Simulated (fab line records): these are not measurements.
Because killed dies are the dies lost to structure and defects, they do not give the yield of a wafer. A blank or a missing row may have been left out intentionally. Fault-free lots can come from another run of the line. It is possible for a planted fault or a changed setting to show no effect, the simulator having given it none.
Chamber matching | flow n5-finfet | rie-diel-06 running N5_BEOL_M6_STRIP_36: 4 sister chambers
The step strips in N2/H2. 4 wafers are shown with their chamber, then 12 later ones without.

== WAFERS WITH THEIR CHAMBER ==
wafer  | chamber | drypump-motor-current-A (A)
L085.5 | 0       | 6.4
L087.2 | 1       | 5.7
L087.5 | 2       | 4.9
L087.6 | 3       | 6.4

== WAFERS MISSING THEIR CHAMBER ==
wafer  | drypump-motor-current-A (A)
L088.1 | 5.8
L088.4 | 6.4
L088.5 | 6.4
L090.3 | 5.7
L090.4 | 6.4
L090.6 | 6.4
L094.2 | 6.4
L094.3 | 4.9
L094.6 | 4.9
L096.4 | 5.8
L096.5 | 4.9
L096.6 | 6.4

== WHICH CHAMBER EACH WENT THROUGH ==
wafer  | from the rows above     | in truth
L088.1 | 1                       | 1
L088.4 | can't be placed: 0 or 3 | 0
L088.5 | can't be placed: 0 or 3 | 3
L090.3 | 1                       | 1
L090.4 | can't be placed: 0 or 3 | 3
L090.6 | can't be placed: 0 or 3 | 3
L094.2 | can't be placed: 0 or 3 | 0
L094.3 | 2                       | 2
L094.6 | 2                       | 2
L096.4 | 1                       | 1
L096.5 | 2                       | 2
L096.6 | can't be placed: 0 or 3 | 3
Correct placement for 6 of the 12. From these rows, 6 cannot be placed; in 6 the true chamber is one of the candidates. Number placed wrongly: 0.
How it was worked out, from the rows above alone: a wafer's distance from a chamber is the root of the sum, over the readings, of the square of ((its reading less the chamber's mean) divided by the reading's scatter). The wafer belongs to the nearest chamber; if the next one is less than 2 further off, it can't be placed. Each chamber's mean is taken over the wafers shown for it. The scatter (one wafer shown for each chamber): square how far every hidden wafer sits from the nearest shown wafer, average those squares and take the square root.
